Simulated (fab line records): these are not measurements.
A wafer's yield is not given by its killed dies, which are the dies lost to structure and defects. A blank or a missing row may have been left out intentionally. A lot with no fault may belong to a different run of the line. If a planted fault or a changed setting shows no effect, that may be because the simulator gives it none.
fab line records	flow nandHarc
record lots=24	wafers=72	lastDay=25
route steps=1159 shown P_GATE@146 P_CONTACT@244 P_M0@268 P_M1@299
lots that met no fault: taken from a fault-free run of the same line
startH: start of the lot's first displayed wafer, in hours after the record's first day	waitH: hours from the lot's prior step to this one	" as in the row above	L1.1+2: one row covering several wafers at once	- no value, or no start given	* or withheld: withheld	< > ~ a bound
route shown NAME@n: a module of which the file shows steps, and the number in the route of the first	usual: the fault-free wafers' mean and standard deviation	same: alike in all rows	chamber/n: place in a boat	sites: per-site readings	_std_site: standard deviation of those values	_edge_site: inner sites' mean taken away from outer sites' mean	radiusMm: for every site, how far away it sits from the centre of the wafer	mask NAME#n: copy n	behind: tool/chamber where the wafer was last shaped	hold: reason for holding the lot/hours on hold/outcome of the hold	device: which transistor (n, p or np) failed to switch	end of line: tests of these same wafers at the route's end	a step given without rows: its recipe and nothing more	killed: the dies lost at the first sort to structure and to defects; this is not the yield of the wafer	map: a wafer's dies, x killed, . not, _ none there
set.NAME: the run value of the setting; set.NAME@STEP: its run value at that earlier step	model.NAME: the simulator's own value behind a step, which no gauge read
steps of the route over a sample of lots; a table a step, a row a wafer
services: the hour from which a tool's chamber was out of use, counted from the record's first day as startH (under 0 if before that day), plus the number of hours and why
## steps
# step NHARC_P_GATE_HM_OPEN_105
# recipe targetDepthA=3600	o2FlowSccm=400	cosFlowSccm=20	arFlowSccm=0	rfW=500	biasW=300	chemistry=O2/COS
# usual drypumpMotorCurrentA=5.7/0.36	oesProductAu=0.995/0.009	rfVppV=466/3.3	showerheadPlenumPTorr=3.07/0.14	throttleValvePct=28.331/0.0094
lot.wafer	tool	chamber	startH	waitH	drypumpMotorCurrentA	oesProductAu	rfHoursCounterH	rfVppV	showerheadPlenumPTorr	throttleValvePct
L075.2	rieDiel-13	3	-	-	6.1	0.993	62	462	2.94	28.337
L075.1	"	0	"	"	5.6	0.996	62	468	3.15	28.312
L075.3	"	1	"	"	5.8	0.985	59	463	2.95	28.334
L074.2	rieDiel-03	2	-	-	5.7	1.007	9	471	3.33	28.321
L074.1	"	3	"	"	5.3	1.004	10	463	2.92	28.308
L074.3	"	1	"	"	6.4	0.996	3	463	2.95	28.354
L077.1	rieDiel-03	3	-	-	5.3	1.010	12	461	2.91	28.361
L077.3	"	0	"	"	5.5	1.002	12	469	3.15	28.332
L077.6	"	1	"	"	6.4	0.993	-	464	2.94	28.341
L076.1	rieDiel-03	3	-	-	5.3	1.008	12	463	2.91	28.337
L076.4	"	0	"	"	5.6	1.005	-	466	3.15	28.331
L076.6	"	1	"	"	6.3	0.998	-	463	2.94	28.340
L078.3	rieDiel-03	0	-	-	5.6	0.988	14	467	3.15	28.338
L078.1	"	2	"	"	5.7	0.997	12	470	3.32	28.335
L078.6	"	3	"	"	5.3	1.009	-	463	2.91	28.324
L079.1	rieDiel-03	1	-	-	6.4	0.992	8	464	2.94	28.322
L079.2	"	2	"	"	5.7	0.993	12	471	3.32	28.317
L079.6	"	2	"	"	5.7	1.002	-	472	3.32	28.326
L082.1	rieDiel-03	3	-	-	5.3	1.013	16	463	2.91	28.333
L082.3	"	2	"	"	5.7	1.000	14	472	3.32	28.327
L082.5	"	0	"	"	5.6	0.990	-	469	3.15	28.338
L081.2	rieDiel-13	0	-	-	5.6	1.004	7	468	3.15	28.329
L081.3	"	1	"	"	5.8	0.996	6	463	2.95	28.342
L081.4	"	2	"	"	5.3	1.012	8	471	3.25	28.336
L080.4	rieDiel-03	3	-	-	5.3	1.004	17	462	2.91	28.335
L080.3	"	0	"	"	5.6	1.000	17	468	3.15	28.332
L080.1	"	1	"	"	6.4	0.998	10	464	2.94	28.328
L083.1	rieDiel-13	3	-	-	6.1	0.975	11	464	2.93	28.351
L083.3	"	0	"	"	5.6	1.001	10	468	3.15	28.330
L083.4	"	2	"	"	5.3	0.994	10	471	3.25	28.334
L084.2	rieDiel-13	3	-	-	6.1	0.983	15	463	2.93	28.318
L084.4	"	0	"	"	5.6	1.001	13	466	3.15	28.338
L084.3	"	2	"	"	5.3	1.002	14	472	3.25	28.321
L086.4	rieDiel-13	2	-	-	5.3	1.006	21	471	3.24	28.317
L086.3	"	0	"	"	5.6	0.991	18	469	3.14	28.320
L086.6	"	3	"	"	6.1	0.982	-	464	2.93	28.322
L085.4	rieDiel-03	0	-	-	5.5	0.995	23	469	3.14	28.336
L085.1	"	1	"	"	6.4	1.001	17	461	2.94	28.336
L085.3	"	2	"	"	5.7	1.005	22	472	3.32	28.323
L089.3	rieDiel-13	3	-	-	6.1	0.984	23	464	2.93	28.332
L089.5	"	2	"	"	5.3	0.994	-	470	3.24	28.325
L089.6	"	3	"	"	6.1	0.975	-	463	2.93	28.321
L088.4	rieDiel-03	1	-	-	6.4	1.005	18	463	2.94	28.328
L088.1	"	2	"	"	5.7	0.996	24	470	3.32	28.323
L088.2	"	0	"	"	5.5	0.993	24	468	3.14	28.337
L087.4	rieDiel-03	0	-	-	5.6	1.005	24	469	3.14	28.350
L087.5	"	3	"	"	5.3	1.004	-	463	2.91	28.303
L087.6	"	0	"	"	5.6	0.996	-	468	3.14	28.334
L090.2	rieDiel-03	3	186.39	-	5.2	1.003	30	463	2.91	28.318
L090.6	"	3	"	"	5.2	0.995	-	463	2.91	28.336
L090.5	"	0	"	"	5.6	0.988	-	468	3.14	28.338
L091.3	rieDiel-13	3	-	-	6.1	0.986	31	462	2.92	28.313
L091.2	"	1	"	"	5.8	0.983	27	465	2.94	28.324
L091.4	"	2	"	"	5.3	0.996	32	469	3.24	28.333
L092.2	rieDiel-13	3	-	-	6.0	0.984	34	463	2.92	28.317
L092.6	"	3	"	"	6.1	0.979	-	462	2.92	28.340
L092.5	"	0	"	"	5.6	0.998	-	469	3.14	28.335
L094.3	rieDiel-13	2	-	-	5.3	1.002	38	471	3.24	28.325
L094.2	"	3	"	"	6.1	0.984	37	463	2.92	28.337
L094.5	"	0	"	"	5.6	1.002	-	468	3.14	28.339
L093.3	rieDiel-13	0	-	-	5.6	0.998	34	468	3.14	28.322
L093.2	"	2	"	"	5.3	0.997	38	470	3.24	28.331
L093.6	"	1	"	"	5.8	0.983	-	462	2.93	28.322
L095.1	rieDiel-13	3	-	-	6.1	0.981	40	462	2.92	28.333
L095.4	"	0	"	"	5.6	0.995	37	467	3.13	28.342
L095.2	"	1	"	"	5.8	0.985	36	463	2.93	28.338
L096.5	rieDiel-05	1	-	-	5.6	0.986	-	464	3.00	28.330
L096.4	"	2	"	"	5.7	0.987	-	469	3.20	28.333
L096.6	"	0	"	"	6.3	0.997	-	467	3.14	28.340
L097.2	rieDiel-05	3	-	-	5.4	0.976	18	468	3.20	28.340
L097.1	"	0	"	"	6.3	0.999	22	467	3.14	28.336
L097.5	"	0	"	"	6.3	1.003	-	467	3.14	28.331
# step NHARC_P_CONTACT_DEGAS_38
# recipe tempC=300	timeS=60
# usual heaterPowerW=454/36
lot.wafer	tool	chamber	startH	waitH	heaterPowerW
L075.1	pvdSputter-03	-	113.52	-	484
L075.2	"	-	"	"	471
L075.3	"	-	"	"	511
L074.2	pvdSputter-01	-	114.35	-	469
L074.1	"	-	"	"	446
L074.3	"	-	"	"	446
L077.3	pvdSputter-02	-	125.77	-	395
L077.1	"	-	"	"	467
L077.6	"	-	"	"	375
L076.1	pvdSputter-01	-	126.44	-	439
L076.4	"	-	"	"	457
L076.6	"	-	"	"	476
L078.1	pvdSputter-01	-	136.57	-	475
L078.3	"	-	"	"	444
L078.6	"	-	"	"	454
L079.1	pvdSputter-02	-	137.21	-	403
L079.2	"	-	"	"	379
L079.6	"	-	"	"	405
L082.1	pvdSputter-02	-	155.70	-	411
L082.3	"	-	"	"	498
L082.5	"	-	"	"	466
L081.3	pvdSputter-01	-	156.48	-	449
L081.4	"	-	"	"	454
L081.2	"	-	"	"	487
L080.3	pvdSputter-02	-	156.55	-	479
L080.4	"	-	"	"	411
L080.1	"	-	"	"	378
L083.1	pvdSputter-03	-	163.96	-	474
L083.4	"	-	"	"	496
L083.3	"	-	"	"	439
L084.4	pvdSputter-03	-	175.09	-	512
L084.3	"	-	"	"	455
L084.2	"	-	"	"	486
L086.4	pvdSputter-01	-	186.82	-	478
L086.3	"	-	"	"	439
L086.6	"	-	"	"	436
L085.1	pvdSputter-03	-	187.39	-	443
L085.3	"	-	"	"	478
L085.4	"	-	"	"	510
L089.3	pvdSputter-02	-	191.15	-	375
L089.6	"	-	"	"	467
L089.5	"	-	"	"	408
L087.4	pvdSputter-02	-	193.86	-	459
L087.6	"	-	"	"	382
L087.5	"	-	"	"	501
L088.2	pvdSputter-03	-	197.66	-	509
L088.1	"	-	"	"	459
L088.4	"	-	"	"	474
L090.2	pvdSputter-03	-	211.24	-	469
L090.6	"	-	"	"	444
L090.5	"	-	"	"	478
L091.4	pvdSputter-02	-	212.83	-	467
L091.2	"	-	"	"	401
L091.3	"	-	"	"	370
L092.2	pvdSputter-03	-	221.04	-	508
L092.5	"	-	"	"	465
L092.6	"	-	"	"	499
L093.3	pvdSputter-02	-	226.69	-	448
L093.2	"	-	"	"	449
L093.6	"	-	"	"	454
L094.2	pvdSputter-03	-	228.43	-	506
L094.3	"	-	"	"	486
L094.5	"	-	"	"	501
L095.1	pvdSputter-01	-	237.60	-	429
L095.4	"	-	"	"	439
L095.2	"	-	"	"	426
L096.4	pvdSputter-02	-	238.08	-	382
L096.6	"	-	"	"	385
L096.5	"	-	"	"	446
L097.1	pvdSputter-03	-	250.95	-	460
L097.2	"	-	"	"	431
L097.5	"	-	"	"	472
# step NHARC_P_CONTACT_INSPECT_27
# usual rawDefectCount=298/120
lot.wafer	tool	chamber	startH	waitH	rawDefectCount
L075.1	defectInspect-02	-	123.56	0.1	260
L075.2	"	-	"	"	332
L075.3	"	-	"	"	309
L074.1	defectInspect-01	-	124.08	0.1	220
L074.2	"	-	"	"	186
L074.3	"	-	"	"	259
L077.1	defectInspect-02	-	127.46	0.1	197
L077.3	"	-	"	"	199
L077.6	"	-	"	"	302
L076.1	defectInspect-01	-	132.16	0.1	161
L076.4	"	-	"	"	188
L076.6	"	-	"	"	140
L078.1	defectInspect-01	-	138.20	0.1	330
L078.3	"	-	"	"	532
L078.6	"	-	"	"	294
L079.1	defectInspect-02	-	138.75	0.1	324
L079.2	"	-	"	"	286
L079.6	"	-	"	"	472
L082.1	defectInspect-01	-	160.45	0.1	286
L082.3	"	-	"	"	436
L082.5	"	-	"	"	516
L081.2	defectInspect-01	-	160.99	0.1	290
L081.3	"	-	"	"	180
L081.4	"	-	"	"	204
L080.1	defectInspect-02	-	161.53	0.1	151
L080.3	"	-	"	"	180
L080.4	"	-	"	"	113
L083.1	defectInspect-01	-	169.71	0.1	444
L083.3	"	-	"	"	324
L083.4	"	-	"	"	393
L084.2	defectInspect-01	-	178.24	0.1	205
L084.3	"	-	"	"	555
L084.4	"	-	"	"	396
L086.3	defectInspect-01	-	189.85	0.1	400
L086.4	"	-	"	"	250
L086.6	"	-	"	"	333
L085.1	defectInspect-01	-	190.37	0.1	257
L085.3	"	-	"	"	339
L085.4	"	-	"	"	481
L089.3	defectInspect-01	-	192.64	0.1	291
L089.5	"	-	"	"	220
L089.6	"	-	"	"	305
L087.4	defectInspect-01	-	195.37	0.1	130
L087.5	"	-	"	"	147
L087.6	"	-	"	"	249
L088.1	defectInspect-01	-	201.38	0.1	186
L088.2	"	-	"	"	238
L088.4	"	-	"	"	127
L090.2	defectInspect-02	-	217.02	0.1	348
L090.5	"	-	"	"	375
L090.6	"	-	"	"	369
L091.2	defectInspect-01	-	217.57	0.1	210
L091.3	"	-	"	"	226
L091.4	"	-	"	"	317
L092.2	defectInspect-02	-	222.97	0.1	334
L092.5	"	-	"	"	472
L092.6	"	-	"	"	388
L093.2	defectInspect-02	-	228.19	0.1	145
L093.3	"	-	"	"	192
L093.6	"	-	"	"	318
L094.2	defectInspect-01	-	229.94	0.1	215
L094.3	"	-	"	"	262
L094.5	"	-	"	"	275
L095.1	defectInspect-01	-	239.11	0.1	337
L095.2	"	-	"	"	260
L095.4	"	-	"	"	349
L096.4	defectInspect-01	-	243.95	0.1	317
L096.5	"	-	"	"	435
L096.6	"	-	"	"	526
L097.1	defectInspect-01	-	252.44	0.1	204
L097.2	"	-	"	"	375
L097.5	"	-	"	"	370
# step NHARC_P_M0_ETCH_15
# recipe targetDepthA=1500	overetchA=150	timeS=82.5	c4f8FlowSccm=withheld	arFlowSccm=400	rfW=600	biasW=300	chemistry=C4F8/Ar
# usual oesProductAu=0.951/0.024	rfVppV=440/3.2
lot.wafer	tool	chamber	startH	waitH	oesProductAu	rfHoursCounterH	rfVppV
L075.1	rieDiel-09	0	-	-	0.978	3	437
L075.2	"	1	"	"	0.971	3	440
L075.3	"	2	"	"	0.956	3	438
L074.1	rieDiel-07	2	-	-	0.971	3	446
L074.2	"	3	"	"	0.980	3	436
L074.3	"	0	"	"	0.966	4	444
L077.3	rieDiel-07	2	-	-	0.971	3	444
L077.1	"	1	"	"	0.974	4	440
L077.6	"	3	"	"	0.970	-	436
L076.4	rieDiel-04	3	-	-	0.967	1	439
L076.1	"	2	"	"	0.979	1	437
L076.6	"	0	"	"	0.959	-	438
L078.3	rieDiel-04	3	-	-	0.957	2	439
L078.1	"	1	"	"	0.959	2	445
L078.6	"	3	"	"	0.937	-	438
L079.2	rieDiel-09	0	-	-	0.981	5	438
L079.1	"	2	"	"	0.960	5	438
L079.6	"	0	"	"	0.973	-	437
L082.1	rieDiel-07	2	-	-	0.939	6	445
L082.3	"	3	"	"	0.923	6	437
L082.5	"	2	"	"	0.942	-	445
L081.4	rieDiel-04	0	-	-	0.975	3	437
L081.2	"	1	"	"	0.995	3	444
L081.3	"	2	"	"	0.959	4	438
L080.4	rieDiel-04	3	-	-	0.942	4	439
L080.1	"	0	"	"	0.963	4	438
L080.3	"	1	"	"	0.991	3	443
L083.1	rieDiel-07	1	-	-	0.928	7	440
L083.4	"	3	"	"	0.917	6	436
L083.3	"	0	"	"	0.930	8	445
L084.3	rieDiel-09	3	-	-	0.969	7	445
L084.4	"	1	"	"	0.954	8	441
L084.2	"	2	"	"	0.961	8	438
L086.3	rieDiel-04	1	-	-	0.983	5	444
L086.4	"	2	"	"	0.989	5	437
L086.6	"	3	"	"	0.951	-	439
L085.1	rieDiel-09	1	-	-	0.962	9	442
L085.3	"	2	"	"	0.954	9	439
L085.4	"	1	"	"	0.965	-	441
L089.3	rieDiel-04	2	-	-	0.988	5	438
L089.5	"	3	"	"	0.970	-	439
L089.6	"	0	"	"	0.964	-	440
L087.4	rieDiel-09	1	-	-	0.925	10	441
L087.5	"	3	"	"	0.917	-	444
L087.6	"	0	"	"	0.932	-	437
L088.1	rieDiel-09	3	-	-	0.905	9	444
L088.2	"	1	"	"	0.915	10	442
L088.4	"	1	"	"	0.923	-	442
L090.2	rieDiel-04	2	-	-	0.991	8	438
L090.5	"	0	"	"	0.973	-	438
L090.6	"	1	"	"	0.960	-	443
L091.2	rieDiel-07	1	-	-	0.909	9	442
L091.4	"	3	"	"	0.934	10	437
L091.3	"	0	"	"	0.921	11	444
L092.2	rieDiel-07	0	-	-	0.954	12	444
L092.6	"	2	"	"	0.989	-	445
L092.5	"	3	"	"	0.985	-	437
L093.3	rieDiel-04	1	-	-	0.956	8	444
L093.2	"	2	"	"	0.979	9	436
L093.6	"	3	"	"	0.970	-	439
L094.3	rieDiel-09	2	-	-	0.922	13	437
L094.2	"	3	"	"	0.912	12	444
L094.5	"	1	"	"	0.917	-	440
L095.2	rieDiel-04	2	-	-	0.956	10	437
L095.4	"	3	"	"	0.955	10	440
L095.1	"	1	"	"	0.972	9	443
L096.4	rieDiel-04	2	-	-	0.930	10	436
L096.5	"	3	"	"	0.932	-	438
L096.6	"	0	"	"	0.939	-	437
L097.1	rieDiel-09	2	-	-	0.907	14	438
L097.2	"	3	"	"	0.917	15	444
L097.5	"	3	"	"	0.906	-	445
# step NHARC_P_M0_STRIP_18
# recipe powerW=1000	n2FlowSccm=150	h2FlowSccm=150	arFlowSccm=0	biasW=0	chemistry=N2/H2
# usual drypumpMotorCurrentA=5.6/0.46	oesProductAu=1.000/0.0094	rfVppV=90.6/1.1	showerheadPlenumPTorr=2.03/0.12	throttleValvePct=14.171/0.0088
lot.wafer	tool	chamber	startH	waitH	drypumpMotorCurrentA	oesProductAu	rfHoursCounterH	rfVppV	showerheadPlenumPTorr	throttleValvePct
L075.2	rieDiel-07	2	125.05	0.1	5.2	1.023	3	90.5	2.18	14.174
L075.1	"	3	"	"	6.7	1.013	3	88.0	1.90	14.163
L075.3	"	0	"	"	5.6	1.003	4	90.8	2.18	14.177
L074.2	rieDiel-04	1	125.67	0.1	5.4	1.007	0	92.6	2.16	14.157
L074.3	"	3	"	"	5.9	0.981	1	90.8	1.95	14.160
L074.1	"	0	"	"	5.7	0.993	0	90.4	1.96	14.161
L077.3	rieDiel-09	1	128.80	0.1	5.1	0.987	4	89.8	2.06	14.164
L077.1	"	2	"	"	5.3	1.004	4	90.6	1.92	14.185
L077.6	"	2	"	"	5.3	1.001	-	91.1	1.92	14.177
L076.1	rieDiel-04	1	133.73	0.1	5.4	1.017	1	92.2	2.16	14.168
L076.4	"	3	"	"	5.9	0.998	1	92.2	1.95	14.167
L076.6	"	1	"	"	5.5	1.015	-	90.2	2.16	14.178
L078.3	rieDiel-04	3	139.70	0.1	5.9	0.996	2	90.8	1.95	14.170
L078.1	"	1	"	"	5.4	1.009	2	91.1	2.16	14.169
L078.6	"	3	"	"	5.9	1.011	-	91.0	1.95	14.176
L079.1	rieDiel-07	1	140.24	0.1	5.7	0.986	5	90.0	2.00	14.181
L079.2	"	3	"	"	6.6	1.020	4	90.3	1.90	14.177
L079.6	"	2	"	"	5.2	1.017	-	91.0	2.18	14.171
L082.3	rieDiel-07	0	161.97	0.1	5.6	0.995	7	92.1	2.18	14.179
L082.1	"	2	"	"	5.1	1.007	6	91.1	2.18	14.167
L082.5	"	1	"	"	5.7	0.989	-	91.2	2.00	14.155
L081.3	rieDiel-07	3	162.47	0.1	6.6	1.002	6	89.6	1.90	14.173
L081.2	"	0	"	"	5.6	0.997	7	90.6	2.18	14.175
L081.4	"	1	"	"	5.7	0.994	7	91.1	2.00	14.162
L080.4	rieDiel-07	0	163.02	0.1	5.6	0.996	7	91.1	2.18	14.169
L080.1	"	1	"	"	5.6	0.995	7	91.5	2.00	14.154
L080.3	"	2	"	"	5.1	1.007	6	91.3	2.18	14.175
L083.1	rieDiel-07	2	171.06	0.1	5.1	1.016	7	91.9	2.18	14.182
L083.3	"	0	"	"	5.6	0.989	8	91.0	2.18	14.179
L083.4	"	1	"	"	5.7	0.995	7	89.5	2.00	14.178
L084.3	rieDiel-07	1	179.72	0.1	5.6	1.005	7	91.3	2.00	14.161
L084.4	"	2	"	"	5.1	1.013	7	91.0	2.18	14.170
L084.2	"	3	"	"	6.6	1.005	7	89.0	1.90	14.164
L086.3	rieDiel-07	0	191.31	0.1	5.6	0.994	9	91.3	2.18	14.188
L086.4	"	1	"	"	5.7	0.987	8	90.7	2.00	14.161
L086.6	"	0	"	"	5.6	0.997	-	91.6	2.18	14.167
L085.3	rieDiel-09	0	191.89	0.1	5.1	1.003	9	89.2	1.91	14.160
L085.1	"	1	"	"	5.1	0.984	9	91.2	2.06	14.167
L085.4	"	0	"	"	5.1	0.996	-	90.4	1.91	14.170
L089.3	rieDiel-07	0	194.10	0.1	5.6	0.995	9	91.2	2.18	14.161
L089.6	"	0	"	"	5.6	0.994	-	90.6	2.18	14.185
L089.5	"	3	"	"	6.7	1.004	-	91.0	1.90	14.170
L087.4	rieDiel-09	2	196.83	0.1	5.3	1.002	10	90.5	1.91	14.190
L087.6	"	2	"	"	5.3	0.989	-	89.6	1.91	14.170
L087.5	"	3	"	"	5.3	0.984	-	90.8	2.19	14.174
L088.4	rieDiel-07	3	202.76	0.1	6.6	1.004	8	88.3	1.90	14.186
L088.1	"	0	"	"	5.6	1.007	10	91.5	2.18	14.174
L088.2	"	1	"	"	5.7	0.999	8	89.8	2.00	14.163
L090.2	rieDiel-04	1	218.49	0.1	5.4	0.997	8	92.1	2.16	14.150
L090.5	"	1	"	"	5.4	1.002	-	90.0	2.16	14.176
L090.6	"	2	"	"	6.0	0.997	-	89.8	1.91	14.172
L091.2	rieDiel-07	1	218.93	0.1	5.7	0.992	9	91.0	2.00	14.188
L091.3	"	2	"	"	5.1	1.007	9	90.5	2.18	14.168
L091.4	"	3	"	"	6.6	1.007	10	89.4	1.90	14.151
L092.2	rieDiel-04	0	224.51	0.1	5.6	1.007	8	91.0	1.96	14.168
L092.5	"	1	"	"	5.4	1.003	-	92.9	2.16	14.165
L092.6	"	2	"	"	5.9	1.017	-	90.8	1.91	14.175
L093.3	rieDiel-04	2	229.53	0.1	6.0	1.013	9	89.8	1.91	14.164
L093.2	"	1	"	"	5.4	0.996	8	89.8	2.16	14.170
L093.6	"	3	"	"	5.9	1.005	-	90.2	1.95	14.177
L094.3	rieDiel-04	3	231.47	0.1	5.9	1.009	9	90.4	1.95	14.169
L094.2	"	1	"	"	5.4	1.010	9	89.2	2.16	14.181
L094.5	"	3	"	"	5.9	0.999	-	90.3	1.95	14.160
L095.1	rieDiel-09	3	240.51	0.1	5.3	0.986	13	91.5	2.18	14.166
L095.2	"	0	"	"	5.1	1.012	12	88.5	1.91	14.169
L095.4	"	1	"	"	5.1	0.982	13	89.2	2.05	14.157
L096.4	rieDiel-07	0	245.48	0.1	5.6	0.998	1	91.1	2.18	14.155
L096.5	"	2	"	"	5.1	0.985	-	90.9	2.18	14.171
L096.6	"	3	"	"	6.6	1.002	-	87.9	1.90	14.159
L097.1	rieDiel-09	1	253.79	0.1	5.1	0.991	15	90.0	2.05	14.173
L097.2	"	2	"	"	5.3	0.996	14	89.8	1.91	14.167
L097.5	"	1	"	"	5.1	0.996	-	89.4	2.05	14.177
# step NHARC_P_M1_ETCH_35
# recipe targetDepthA=400	overetchA=120	timeS=43.94	ionEnergyEv=200	n2FlowSccm=150	h2FlowSccm=150	arFlowSccm=0	rfW=400	biasW=150	chemistry=N2/H2
# usual drypumpMotorCurrentA=6.0/0.54	oesProductAu=1.001/0.0094	rfVppV=430.0/2.6	showerheadPlenumPTorr=2.01/0.087	throttleValvePct=14.172/0.0092
lot.wafer	tool	chamber	startH	waitH	drypumpMotorCurrentA	oesProductAu	rfHoursCounterH	rfVppV	showerheadPlenumPTorr	throttleValvePct
L075.2	rieDiel-12	0	128.83	0.1	6.7	0.998	2.1	426.5	1.93	14.174
L075.1	"	2	"	"	6.6	0.987	2.4	430.8	2.01	14.170
L075.3	"	3	"	"	5.3	1.000	2.4	429.1	1.96	14.180
L074.1	rieDiel-01	1	129.48	0.1	5.7	1.010	10.0	428.2	1.92	14.167
L074.3	"	2	"	"	6.5	0.998	10.4	427.8	1.97	14.167
L074.2	"	3	"	"	5.1	1.022	10.1	430.7	2.11	14.163
L077.1	rieDiel-01	1	132.53	0.1	5.7	1.009	10.8	427.1	1.92	14.163
L077.3	"	2	"	"	6.6	0.992	11.2	428.4	1.96	14.157
L077.6	"	0	"	"	5.9	0.991	-	427.2	1.90	14.171
L076.1	rieDiel-08	2	137.73	0.1	5.7	1.005	0.2	434.1	2.13	14.173
L076.4	"	3	"	"	5.6	1.002	0.1	427.5	1.93	14.182
L076.6	"	3	"	"	5.6	1.010	-	427.7	1.93	14.169
L078.1	rieDiel-12	0	143.34	0.1	6.7	1.018	2.7	427.0	1.92	14.169
L078.3	"	1	"	"	6.0	0.989	2.7	432.6	2.05	14.164
L078.6	"	2	"	"	6.6	1.006	-	430.1	2.01	14.171
L079.2	rieDiel-08	1	143.91	0.1	6.6	1.018	1.1	433.9	2.15	14.172
L079.1	"	0	"	"	6.4	1.007	0.9	432.6	2.14	14.179
L079.6	"	1	"	"	6.6	1.008	-	434.0	2.15	14.173
L082.1	rieDiel-12	1	165.74	0.1	6.1	0.993	3.2	432.7	2.05	14.176
L082.3	"	2	"	"	6.6	1.002	3.5	429.2	2.01	14.163
L082.5	"	2	"	"	6.6	0.992	-	430.9	2.01	14.170
L081.2	rieDiel-12	2	166.22	0.1	6.7	1.002	3.5	430.4	2.01	14.160
L081.4	"	3	"	"	5.2	1.005	3.5	428.1	1.96	14.185
L081.3	"	1	"	"	6.0	0.995	3.3	431.7	2.05	14.190
L080.1	rieDiel-01	0	166.81	0.1	5.9	0.990	1.8	425.2	1.90	14.172
L080.3	"	1	"	"	5.7	0.995	1.7	427.1	1.92	14.187
L080.4	"	3	"	"	5.1	1.007	1.6	433.0	2.11	14.156
L083.3	rieDiel-08	3	174.99	0.1	5.6	1.006	2.0	429.3	1.93	14.170
L083.4	"	1	"	"	6.6	1.016	2.6	434.3	2.15	14.175
L083.1	"	2	"	"	5.7	1.007	2.5	432.0	2.13	14.168
L084.2	rieDiel-12	3	183.88	0.1	5.3	1.010	3.9	430.0	1.96	14.186
L084.3	"	1	"	"	6.0	0.989	3.6	430.9	2.05	14.190
L084.4	"	3	"	"	5.3	1.008	-	428.1	1.96	14.170
L086.4	rieDiel-01	0	195.17	0.1	5.9	0.992	4.5	426.8	1.90	14.180
L086.3	"	1	"	"	5.7	0.996	4.2	428.5	1.92	14.169
L086.6	"	2	"	"	6.5	1.000	-	429.0	1.96	14.164
L085.3	rieDiel-12	1	195.79	0.1	6.0	0.983	3.9	430.9	2.05	14.182
L085.4	"	2	"	"	6.6	1.000	4.2	432.1	2.01	14.189
L085.1	"	3	"	"	5.2	1.011	4.2	428.2	1.96	14.167
L089.3	rieDiel-12	2	198.01	0.1	6.6	1.003	4.3	429.9	2.01	14.171
L089.5	"	1	"	"	6.0	0.985	-	430.3	2.05	14.178
L089.6	"	2	"	"	6.6	1.005	-	428.4	2.01	14.147
L087.5	rieDiel-01	3	200.76	0.1	5.1	1.009	-	433.0	2.11	14.173
L087.4	"	0	"	"	5.9	0.994	-	426.0	1.89	14.170
L087.6	"	1	"	"	5.7	1.003	-	425.9	1.92	14.174
L088.2	rieDiel-08	3	206.51	0.1	5.6	0.995	3.9	426.9	1.93	14.174
L088.1	"	1	"	"	6.6	1.013	4.5	434.4	2.15	14.177
L088.4	"	1	"	"	6.6	1.020	-	433.1	2.15	14.166
L090.2	rieDiel-08	1	222.29	0.1	6.6	1.008	5.6	434.1	2.15	14.169
L090.5	"	3	"	"	5.6	0.997	-	426.1	1.93	14.166
L090.6	"	0	"	"	6.4	1.002	-	433.1	2.14	14.174
L091.4	rieDiel-01	2	222.72	0.1	6.6	0.984	4.6	428.4	1.96	14.187
L091.2	"	3	"	"	5.1	1.006	4.9	432.0	2.11	14.176
L091.3	"	0	"	"	5.9	0.995	5.5	427.5	1.89	14.164
L092.2	rieDiel-12	3	228.27	0.1	5.2	0.997	0.3	427.3	1.96	14.181
L092.6	"	1	"	"	6.0	0.996	-	429.6	2.05	14.154
L092.5	"	2	"	"	6.7	0.985	-	429.9	2.01	14.185
L093.3	rieDiel-08	1	233.27	0.1	6.6	1.016	6.0	433.6	2.15	14.162
L093.2	"	3	"	"	5.6	1.016	5.1	427.4	1.93	14.174
L093.6	"	1	"	"	6.6	1.025	-	434.1	2.15	14.166
L094.3	rieDiel-12	3	235.25	0.1	5.3	0.993	0.6	427.7	1.96	14.197
L094.2	"	1	"	"	6.0	1.003	0.5	432.0	2.05	14.167
L094.5	"	2	"	"	6.7	0.991	-	430.9	2.01	14.182
L095.2	rieDiel-01	1	244.25	0.1	5.7	0.997	6.6	427.0	1.92	14.171
L095.4	"	2	"	"	6.6	0.991	6.0	429.8	1.96	14.183
L095.1	"	0	"	"	5.9	0.985	7.2	426.3	1.89	14.169
L096.4	rieDiel-08	2	250.54	0.1	5.7	1.003	6.9	433.3	2.13	14.169
L096.5	"	1	"	"	6.6	1.021	-	434.9	2.15	14.168
L096.6	"	2	"	"	5.7	1.008	-	434.4	2.13	14.175
L097.2	rieDiel-12	3	257.61	0.1	5.3	0.992	1.1	429.4	1.96	14.177
L097.1	"	2	"	"	6.7	0.982	1.1	430.3	2.01	14.180
L097.5	"	3	"	"	5.2	0.994	-	428.7	1.96	14.178
## services
tool	chamber	startH	hours	kind
rieDiel-04	0	75.42	22.5	repair
rieDiel-09	-	77.11	9.0	pm
rieDiel-13	-	99.17	9.0	pm
pvdSputter-03	-	102.00	10.0	pm
rieDiel-04	-	111.95	9.0	pm
rieDiel-12	0	112.70	2.8	repair
rieDiel-13	1	113.80	4.9	repair
rieDiel-04	-	129.52	0.6	repair
rieDiel-03	2	130.39	2.0	repair
rieDiel-07	1	148.24	6.4	repair
pvdSputter-03	-	152.33	5.0	repair
rieDiel-07	-	165.40	0.6	repair
rieDiel-12	0	181.73	5.8	repair
rieDiel-09	3	190.42	2.4	repair
rieDiel-07	1	191.99	3.7	repair
rieDiel-12	-	202.40	9.0	pm
rieDiel-13	3	205.91	4.2	repair
rieDiel-13	1	206.20	2.9	repair
pvdSputter-02	-	214.02	10.0	pm
rieDiel-03	-	215.30	9.0	pm
rieDiel-07	-	228.20	9.0	pm
rieDiel-09	2	241.72	6.3	repair
rieDiel-07	-	253.66	4.1	repair
rieDiel-09	-	254.11	9.0	pm
## key
fault none
